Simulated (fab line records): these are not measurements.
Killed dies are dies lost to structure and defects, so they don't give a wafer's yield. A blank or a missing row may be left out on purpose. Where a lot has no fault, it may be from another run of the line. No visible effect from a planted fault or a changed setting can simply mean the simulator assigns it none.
fab line records | flow n5-finfet | part 1 of 2: steps 1 to 4 of 6
record lots=24 wafers=72 last-day=18
route steps=1938 shown GATE_CUT@487 MOL_CONTACT_COAG@526
lots that met no fault: taken from a fault-free run of the same line
start-h: the number of hours between the record's first day and the start of the first shown wafer of the lot | wait-h: time in hours since the lot's previous step | " unchanged from the row above | L1.1+2: a single row standing in for several wafers | - either no value or no given start | * or withheld: withheld | < > ~ a bound
route shown NAME@n: names a module that has steps shown in the file, with the first one's number in the route | usual: average and standard deviation across the fault-free wafers | same: alike in all rows | chamber/n: place in a boat | sites: readings site by site | _std_site: the standard deviation of these | _edge_site: the outer-site mean with the inner-site mean subtracted | radius-mm: how far each site lies from the wafer's centre | mask NAME#n: copy n | behind: the tool/chamber that last shaped the wafer | hold: why the lot went on hold/how many hours it stayed there/how the hold came to an end | device: the transistor (n, p or np) that didn't switch | end of line: the tests these same wafers got at the end of their route | where a step has no rows: the recipe by itself | killed: count of dies lost to structure and defects at first sort (not the wafer's yield) | map: a wafer's dies, x killed, . not, _ none there
set.NAME: the setting the step ran with; set.NAME@STEP: the setting that earlier step ran with | model.NAME: the simulator's own value behind a step, which no gauge read
the route's steps for a sample of lots (tables are steps, rows are wafers)
services: when a tool's chamber went out of use (start-h, in hours from the record's first day, below 0 if earlier), for how many hours, and the reason
## steps
# step N5_GATE_CUT_CD_MEAS_13
# recipe target-cd-nm=20 landing-energy-ev=500 detector=se-inlens
# usual cd-nm=20.02/0.28
# columns lot.wafer tool chamber start-h wait-h cd-nm
L074.2 cd-sem-01 0 81.64 - 20.00
L074.3 " 0 " " 19.29
L074.4 " 0 " " 20.06
L075.1 cd-sem-01 0 89.03 - 19.36
L075.2 " 0 " " 19.76
L075.3 " 0 " " 19.90
L076.1 cd-sem-01 0 93.63 - 20.29
L076.2 " 0 " " 20.01
L076.5 " 0 " " 20.25
L077.3 cd-sem-03 0 100.93 - 19.71
L077.4 " 0 " " 19.98
L077.6 " 0 " " 20.03
L078.4 cd-sem-02 0 107.45 - 20.37
L078.5 " 0 " " 20.13
L078.6 " 0 " " 20.29
L079.2 cd-sem-03 0 113.57 - 20.24
L079.3 " 0 " " 20.03
L079.6 " 0 " " 19.95
L080.1 cd-sem-01 0 120.02 - 20.03
L080.3 " 0 " " 19.96
L080.4 " 0 " " 19.95
L081.1 cd-sem-01 0 127.30 - 20.00
L081.2 " 0 " " 20.46
L081.6 " 0 " " 19.92
L082.2 cd-sem-01 0 135.15 - 19.82
L082.4 " 0 " " 19.70
L082.5 " 0 " " 19.42
L083.3 cd-sem-01 0 139.99 - 20.26
L083.4 " 0 " " 20.04
L083.5 " 0 " " 20.25
L084.1 cd-sem-02 0 143.56 - 20.13
L084.5 " 0 " " 20.19
L084.6 " 0 " " 20.18
L085.2 cd-sem-03 0 151.62 - 20.33
L085.4 " 0 " " 20.48
L085.5 " 0 " " 20.31
L086.2 cd-sem-01 0 156.47 - 19.99
L086.3 " 0 " " 20.15
L086.6 " 0 " " 19.84
L087.2 cd-sem-03 0 162.74 - 20.17
L087.3 " 0 " " 20.31
L087.5 " 0 " " 20.44
L088.1 cd-sem-01 0 165.98 - 20.15
L088.4 " 0 " " 19.75
L088.5 " 0 " " 20.11
L089.2 cd-sem-02 0 173.44 - 20.04
L089.3 " 0 " " 20.26
L089.6 " 0 " " 20.15
L090.2 cd-sem-01 0 178.94 - 20.04
L090.3 " 0 " " 20.01
L090.5 " 0 " " 20.19
L091.1 cd-sem-01 0 185.00 - 20.03
L091.4 " 0 " " 19.41
L091.5 " 0 " " 20.05
L092.1 cd-sem-03 0 191.05 - 20.05
L092.2 " 0 " " 20.02
L092.3 " 0 " " 19.70
L093.3 cd-sem-02 0 198.34 - 20.30
L093.5 " 0 " " 20.05
L093.6 " 0 " " 19.79
L094.1 cd-sem-02 0 202.81 - 19.67
L094.4 " 0 " " 19.22
L094.5 " 0 " " 19.84
L095.2 cd-sem-02 0 213.42 - 20.07
L095.4 " 0 " " 20.56
L095.6 " 0 " " 19.90
L096.1 cd-sem-01 0 220.76 - 20.33
L096.2 " 0 " " 20.06
L096.4 " 0 " " 20.31
L097.2 cd-sem-03 0 227.17 - 19.57
L097.4 " 0 " " 19.70
L097.5 " 0 " " 19.71
# step N5_GATE_CUT_STRIP_41
# recipe chemistry=CF4 resist=SiARC power-w=300 bias-power-w=75 pressure-mtorr=50 cf4-flow-sccm=150 rf-frequency-hz=6e+07
# usual drypump-motor-current-A=5.9/0.32 oes-product-au=0.183/0.019 rf-vpp-V=271.6/1.1 showerhead-plenum-p-Torr=1.817/0.026 throttle-valve-pct=13.57/0.22
# columns lot.wafer tool chamber start-h wait-h drypump-motor-current-A oes-product-au rf-hours-counter-h rf-vpp-V showerhead-plenum-p-Torr throttle-valve-pct
L074.2 rie-diel-05 0 81.98 0.0 6.1 0.210 15 272.4 1.834 13.53
L074.3 " 2 " " 5.5 0.199 36 273.3 1.819 13.34
L074.4 " 3 " " 6.0 0.165 195 273.3 1.842 13.56
L075.1 rie-diel-05 1 89.38 0.0 5.9 0.223 13 271.5 1.834 13.14
L075.2 " 0 " " 6.1 0.215 16 271.8 1.833 13.54
L075.3 " 3 " " 6.0 0.165 196 271.2 1.842 13.56
L076.1 rie-diel-02 0 94.03 0.0 5.4 0.198 50 272.7 1.823 13.43
L076.2 " 3 " " 5.7 0.185 119 273.6 1.810 13.35
L076.5 " 0 " " 5.4 0.186 - 272.8 1.823 13.42
L077.3 rie-diel-01 2 101.31 0.0 5.5 0.167 185 273.5 1.864 13.90
L077.4 " 3 " " 5.8 0.188 93 269.8 1.749 13.77
L077.6 " 1 " " 5.9 0.169 - 271.8 1.782 13.67
L078.4 rie-diel-02 2 107.79 0.0 6.3 0.160 240 272.9 1.837 14.03
L078.5 " 2 " " 6.3 0.159 - 272.7 1.837 14.02
L078.6 " 1 " " 6.3 0.177 - 271.0 1.801 13.82
L079.2 rie-diel-05 0 113.92 0.0 6.1 0.205 24 270.8 1.831 13.56
L079.3 " 2 " " 5.5 0.191 45 273.3 1.816 13.35
L079.6 " 1 " " 5.9 0.222 - 272.7 1.831 13.17
L080.1 rie-diel-05 3 120.37 0.0 6.0 0.168 205 272.4 1.839 13.58
L080.3 " 2 " " 5.5 0.195 47 271.6 1.816 13.37
L080.4 " 0 " " 6.0 0.210 26 272.2 1.830 13.54
L081.1 rie-diel-01 2 127.66 0.0 5.5 0.166 195 271.6 1.862 13.93
L081.2 " 3 " " 5.8 0.182 101 270.2 1.747 13.76
L081.6 " 2 " " 5.5 0.164 - 271.9 1.861 13.92
L082.2 rie-diel-05 3 135.49 0.0 6.0 0.166 209 272.3 1.838 13.58
L082.4 " 2 " " 5.5 0.188 51 270.3 1.816 13.36
L082.5 " 2 " " 5.5 0.188 - 271.8 1.815 13.38
L083.3 rie-diel-02 3 140.33 0.0 5.7 0.171 135 269.9 1.805 13.42
L083.4 " 3 " " 5.7 0.177 - 269.5 1.805 13.37
L083.5 " 1 " " 6.4 0.170 - 271.5 1.797 13.83
L084.1 rie-diel-01 0 143.91 0.0 6.3 0.161 238 272.7 1.844 13.60
L084.5 " 2 " " 5.5 0.157 - 271.4 1.860 13.95
L084.6 " 1 " " 5.9 0.163 - 271.6 1.778 13.72
L085.2 rie-diel-02 1 151.97 0.0 6.4 0.160 163 270.6 1.797 13.86
L085.4 " 3 " " 5.6 0.176 - 270.6 1.805 13.39
L085.5 " 0 " " 5.4 0.187 - 271.8 1.818 13.48
L086.2 rie-diel-05 2 156.82 0.0 5.5 0.189 57 271.5 1.813 13.40
L086.3 " 3 " " 6.0 0.167 215 272.6 1.837 13.60
L086.6 " 1 " " 5.9 0.212 - 271.8 1.828 13.18
L087.2 rie-diel-01 1 163.48 0.0 5.9 0.163 225 270.8 1.776 13.73
L087.3 " 2 " " 5.5 0.164 205 272.7 1.859 13.94
L087.5 " 2 " " 5.5 0.161 - 271.6 1.859 13.95
L088.1 rie-diel-05 3 166.40 0.0 6.0 0.167 218 271.0 1.836 13.60
L088.4 " 0 " " 6.1 0.204 39 273.5 1.827 13.58
L088.5 " 3 " " 6.0 0.163 - 271.6 1.836 13.61
L089.2 rie-diel-02 3 173.79 0.0 5.7 0.171 147 271.8 1.802 13.41
L089.3 " 0 " " 5.5 0.187 77 270.2 1.816 13.50
L089.6 " 0 " " 5.4 0.185 - 271.6 1.815 13.50
L090.2 rie-diel-02 3 179.29 0.0 5.7 0.164 148 270.6 1.802 13.40
L090.3 " 0 " " 5.5 0.187 79 271.3 1.815 13.50
L090.5 " 2 " " 6.3 0.213 - 272.7 1.832 13.48
L091.1 rie-diel-02 2 185.34 0.0 6.3 0.216 8 271.7 1.831 13.49
L091.4 " 0 " " 5.4 0.184 81 271.3 1.815 13.52
L091.5 " 2 " " 6.3 0.212 - 271.5 1.832 13.47
L092.1 rie-diel-02 1 191.63 0.0 6.4 0.167 178 271.3 1.792 13.86
L092.2 " 2 " " 6.3 0.222 10 271.7 1.831 13.49
L092.3 " 0 " " 5.4 0.184 83 272.2 1.814 13.51
L093.3 rie-diel-05 3 198.69 0.0 6.0 0.165 226 272.5 1.834 13.63
L093.5 " 1 " " 5.9 0.200 - 272.3 1.824 13.22
L093.6 " 2 " " 5.5 0.185 - 270.9 1.810 13.42
L094.1 rie-diel-05 3 203.16 0.0 6.0 0.166 227 272.3 1.833 13.64
L094.4 " 0 " " 6.1 0.200 48 271.7 1.824 13.60
L094.5 " 3 " " 6.0 0.163 - 271.8 1.833 13.62
L095.2 rie-diel-01 1 213.77 0.0 5.9 0.156 243 270.6 1.772 13.75
L095.4 " 3 " " 5.8 0.177 - 269.8 1.741 13.84
L095.6 " 1 " " 5.9 0.154 - 269.9 1.772 13.75
L096.1 rie-diel-02 0 221.11 0.0 5.5 0.177 94 271.4 1.811 13.52
L096.2 " 3 " " 5.7 0.167 159 271.1 1.799 13.44
L096.4 " 2 " " 6.3 0.209 20 271.3 1.828 13.52
L097.2 rie-diel-05 1 227.52 0.0 5.9 0.201 49 269.8 1.823 13.24
L097.4 " 3 " " 6.0 0.161 235 274.1 1.831 13.65
L097.5 " 3 " " 6.0 0.161 - 270.5 1.831 13.65
# step N5_GATE_CUT_ETCH_47
# recipe chemistry=Cl2/BCl3 target=SiO2 target-depth-a=100 pressure-mtorr=10 icp-w=1000 bias-w=126 Cl2_flow_sccm=53.25 bcl3-flow-sccm=21.75 Ar_flow_sccm=25
# usual drypump-motor-current-A=5.6/0.63 oes-product-au=0.77/0.12 throttle-valve-pct=22.68/0.17
# columns lot.wafer tool chamber start-h wait-h drypump-motor-current-A oes-product-au rf-hours-counter-h throttle-valve-pct
L074.2 rie-metal-02 0 82.30 0.0 4.8 0.82 31 22.62
L074.3 " 1 " " 6.0 0.56 - 22.92
L074.4 " 0 " " 4.8 0.81 - 22.63
L075.1 rie-metal-03 0 89.70 0.0 5.5 0.62 116 22.68
L075.2 " 1 " " 6.1 0.61 130 23.16
L075.3 " 1 " " 6.2 0.61 - 23.17
L076.1 rie-metal-01 1 94.35 0.0 5.2 0.84 26 22.41
L076.2 " 0 " " 6.5 0.67 88 22.73
L076.5 " 0 " " 6.5 0.67 - 22.73
L077.3 rie-metal-01 0 101.63 0.0 6.4 0.67 - 22.72
L077.4 " 1 " " 5.2 0.82 - 22.45
L077.6 " 1 " " 5.2 0.82 - 22.42
L078.4 rie-metal-01 0 108.29 0.1 6.5 0.66 - 22.73
L078.5 " 0 " " 6.5 0.66 - 22.73
L078.6 " 0 " " 6.5 0.65 - 22.73
L079.2 rie-metal-02 0 114.39 0.1 4.8 0.81 - 22.62
L079.3 " 0 " " 4.8 0.81 - 22.61
L079.6 " 0 " " 4.8 0.81 - 22.64
L080.1 rie-metal-02 0 120.83 0.1 4.8 0.80 33 22.62
L080.3 " 0 " " 4.8 0.81 - 22.62
L080.4 " 0 " " 4.8 0.81 - 22.61
L081.1 rie-metal-01 1 127.98 0.0 5.2 0.82 28 22.45
L081.2 " 0 " " 6.5 0.65 92 22.73
L081.6 " 1 " " 5.2 0.83 - 22.43
L082.2 rie-metal-01 0 135.81 0.0 6.5 0.65 93 22.73
L082.4 " 0 " " 6.5 0.65 - 22.73
L082.5 " 1 " " 5.2 0.81 - 22.43
L083.3 rie-metal-03 1 140.82 0.1 6.1 0.60 - 23.19
L083.4 " 1 " " 6.1 0.60 - 23.17
L083.5 " 1 " " 6.1 0.60 - 23.19
L084.1 rie-metal-01 0 144.23 0.0 6.5 0.65 94 22.75
L084.5 " 0 " " 6.5 0.65 - 22.73
L084.6 " 1 " " 5.2 0.82 - 22.43
L085.2 rie-metal-02 1 152.29 0.0 6.0 0.94 3 22.62
L085.4 " 1 " " 6.0 0.95 - 22.60
L085.5 " 1 " " 6.0 0.95 - 22.61
L086.2 rie-metal-02 1 157.13 0.0 6.0 0.95 3 22.60
L086.3 " 1 " " 6.0 0.95 - 22.60
L086.6 " 0 " " 4.8 0.79 - 22.64
L087.2 rie-metal-02 1 163.79 0.0 6.0 0.94 3 22.62
L087.3 " 1 " " 6.0 0.93 - 22.62
L087.5 " 1 " " 6.0 0.93 - 22.61
L088.1 rie-metal-02 0 166.72 0.0 4.8 0.79 39 22.63
L088.4 " 0 " " 4.8 0.80 - 22.63
L088.5 " 0 " " 4.8 0.79 - 22.62
L089.2 rie-metal-01 0 174.10 0.0 6.4 0.65 97 22.74
L089.3 " 0 " " 6.5 0.65 - 22.73
L089.6 " 0 " " 6.5 0.65 - 22.75
L090.2 rie-metal-03 0 179.77 0.1 5.5 0.61 - 22.69
L090.3 " 0 " " 5.5 0.61 - 22.70
L090.5 " 0 " " 5.5 0.61 - 22.69
L091.1 rie-metal-02 1 185.66 0.0 6.0 0.93 5 22.61
L091.4 " 1 " " 6.0 0.92 - 22.63
L091.5 " 1 " " 6.0 0.92 - 22.61
L092.1 rie-metal-02 0 191.95 0.0 4.8 0.79 41 22.63
L092.2 " 1 " " 6.0 0.92 6 22.62
L092.3 " 0 " " 4.8 0.78 - 22.65
L093.3 rie-metal-03 1 199.02 0.0 6.2 1.00 - 22.84
L093.5 " 1 " " 6.2 1.00 - 22.83
L093.6 " 0 " " 5.5 0.61 - 22.70
L094.1 rie-metal-02 1 203.48 0.0 6.0 0.92 7 22.62
L094.4 " 0 " " 4.8 0.78 - 22.64
L094.5 " 0 " " 4.8 0.78 - 22.65
L095.2 rie-metal-03 0 214.09 0.0 5.5 0.61 128 22.70
L095.4 " 0 " " 5.5 0.60 - 22.70
L095.6 " 0 " " 5.5 0.60 - 22.70
L096.1 rie-metal-03 1 221.58 0.1 6.2 0.96 3 22.83
L096.2 " 1 " " 6.2 0.95 - 22.84
L096.4 " 1 " " 6.2 0.96 - 22.86
L097.2 rie-metal-01 0 227.90 0.0 6.4 0.64 102 22.76
L097.4 " 0 " " 6.4 0.64 - 22.76
L097.5 " 1 " " 5.2 0.79 - 22.46
# step N5_MOL_CONTACT_COAG_CD_MEAS_08
# recipe target-cd-nm=28 landing-energy-ev=500 detector=se-inlens polarity=opening
# usual cd-nm=28.05/0.22
# columns lot.wafer tool chamber start-h wait-h cd-nm
L074.2 cd-sem-02 0 85.42 - 28.01
L074.3 " 0 " " 28.30
L074.4 " 0 " " 28.18
L075.1 cd-sem-02 0 92.83 - 28.17
L075.2 " 0 " " 28.30
L075.3 " 0 " " 28.35
L076.1 cd-sem-02 0 97.47 - 28.10
L076.2 " 0 " " 27.86
L076.5 " 0 " " 28.11
L077.3 cd-sem-03 0 104.74 - 28.33
L077.4 " 0 " " 28.37
L077.6 " 0 " " 28.14
L078.4 cd-sem-01 0 111.63 - 27.97
L078.5 " 0 " " 27.77
L078.6 " 0 " " 27.81
L079.2 cd-sem-02 0 117.92 - 28.32
L079.3 " 0 " " 27.96
L079.6 " 0 " " 28.22
L080.1 cd-sem-03 0 124.09 - 27.94
L080.3 " 0 " " 27.95
L080.4 " 0 " " 28.39
L081.1 cd-sem-02 0 131.15 - 27.62
L081.2 " 0 " " 28.19
L081.6 " 0 " " 27.76
L082.2 cd-sem-02 0 139.47 - 28.41
L082.4 " 0 " " 28.33
L082.5 " 0 " " 28.06
L083.3 cd-sem-02 0 145.20 - 28.20
L083.4 " 0 " " 28.31
L083.5 " 0 " " 28.41
L084.1 cd-sem-03 0 147.80 - 28.02
L084.5 " 0 " " 28.35
L084.6 " 0 " " 27.96
L085.2 cd-sem-03 0 155.56 - 27.94
L085.4 " 0 " " 27.79
L085.5 " 0 " " 27.94
L086.2 cd-sem-01 0 160.25 - 27.68
L086.3 " 0 " " 27.94
L086.6 " 0 " " 27.80
L087.2 cd-sem-02 0 167.53 - 27.56
L087.3 " 0 " " 28.24
L087.5 " 0 " " 28.32
L088.1 cd-sem-02 0 169.85 - 28.35
L088.4 " 0 " " 28.06
L088.5 " 0 " " 27.84
L089.2 cd-sem-03 0 177.35 - 28.29
L089.3 " 0 " " 28.02
L089.6 " 0 " " 27.93
L090.2 cd-sem-03 0 183.07 - 28.00
L090.3 " 0 " " 28.14
L090.5 " 0 " " 28.11
L091.1 cd-sem-03 0 188.78 - 28.35
L091.4 " 0 " " 28.27
L091.5 " 0 " " 27.92
L092.1 cd-sem-03 0 195.76 - 28.10
L092.2 " 0 " " 27.60
L092.3 " 0 " " 28.44
L093.3 cd-sem-03 0 202.13 - 28.13
L093.5 " 0 " " 27.87
L093.6 " 0 " " 27.98
L094.1 cd-sem-03 0 206.77 - 28.05
L094.4 " 0 " " 27.98
L094.5 " 0 " " 27.90
L095.2 cd-sem-02 0 217.55 - 27.86
L095.4 " 0 " " 28.04
L095.6 " 0 " " 28.00
L096.1 cd-sem-02 0 224.85 - 28.10
L096.2 " 0 " " 27.89
L096.4 " 0 " " 27.64
L097.2 cd-sem-01 0 231.14 - 28.35
L097.4 " 0 " " 28.21
L097.5 " 0 " " 27.93
